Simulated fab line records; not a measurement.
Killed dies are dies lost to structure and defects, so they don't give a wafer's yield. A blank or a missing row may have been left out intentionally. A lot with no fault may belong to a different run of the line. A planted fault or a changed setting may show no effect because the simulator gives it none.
2 desks looking at one fault ; flow n5 finfet ; each desk has only its own numbers; what lay behind them comes last

== AT THE METROLOGY DESK ==
Means of the sampled wafers that have a number, per lot and without regard to the tool the lot ran on: this is what the gauges read. If a lot's mean is further than 4 standard deviations from the usual mean, the lot is out of limits and carries the mark OUT (the distance appears in the brackets). It has 10 readings; the 7 that lie furthest out on some lot are the ones shown.
Columns: A = DIBL_N at N5_BEOL_M4_RC_MEAS_101, usual 35.8 mV/V; B = DIBL_P at N5_BEOL_M4_RC_MEAS_101, usual 35.9 mV/V; C = ION_N at N5_BEOL_M4_RC_MEAS_101, usual 672 uA/um; D = SS_N at N5_BEOL_M4_RC_MEAS_101, usual 71.5 mV/dec; E = SS_P at N5_BEOL_M4_RC_MEAS_101, usual 73.2 mV/dec; F = VT_N at N5_BEOL_M4_RC_MEAS_101, usual 250 mV; G = VT_P at N5_BEOL_M4_RC_MEAS_101, usual -250 mV
lot;first seen here;A;B;C;D;E;F;G
L339;day 11 06:19;34.6;34.5;671;71.3;72.8;251;-254
L343;day 12 07:26;33.6;35.4;672;71.3;72.6;249;-250
L344;day 12 21:59;34.9;36.8;674;70.9;73.3;253;-252
L345;day 13 01:11;33.8;34.8;668;71.5;72.6;252;-247
L348;day 14 09:19;34.4;34.0;661;71.6;72.6;253;-253
Finding of this desk: none of the 5 lots has anything out of limits.

== AT THE TOOL OWNER'S DESK: rie diel-04 ==
The tool's own readings at N5_BEOL_M4_VIA_ETCH_34 (etches the open film in C4F6/O2, target depth 69.4 nm, time 65.9 s): means of the sampled wafers that have a number, for each lot that ran on this tool. If a lot's mean is further than 4 standard deviations from the usual mean, the lot is out of limits and carries the mark OUT (the distance appears in the brackets).
Columns: A = drypump motor current A at N5_BEOL_M4_VIA_ETCH_34, usual 5.5 A; B = oes_f_703_au at N5_BEOL_M4_VIA_ETCH_34, usual 0.81 a.u.; C = oes product au at N5_BEOL_M4_VIA_ETCH_34, usual 0.82 a.u.; D = rf vpp V at N5_BEOL_M4_VIA_ETCH_34, usual 673 V; E = showerhead plenum p Torr at N5_BEOL_M4_VIA_ETCH_34, usual 2.81 Torr; F = throttle valve pct at N5_BEOL_M4_VIA_ETCH_34, usual 30.7 %
lot;first seen here;A;B;C;D;E;F
L339;day 10 23:59;5.3;0.83;0.85;675;2.82;30.8
L343;day 12 03:04;5.8;0.80;0.73;672;2.82;30.7
L344;day 12 17:44;5.7;0.81;0.74;675;2.82;30.7
L345;day 12 20:56;5.4;0.81;0.74;673;2.82;30.8
Finding of this desk: none of the 4 lots has anything out of limits.

== TAKEN TOGETHER ==
Nothing out of limits was seen by the metrology desk.
Nothing out of limits was seen by the tool owner's desk.

== WHAT WAS PUT IN BY THE SIMULATOR ==
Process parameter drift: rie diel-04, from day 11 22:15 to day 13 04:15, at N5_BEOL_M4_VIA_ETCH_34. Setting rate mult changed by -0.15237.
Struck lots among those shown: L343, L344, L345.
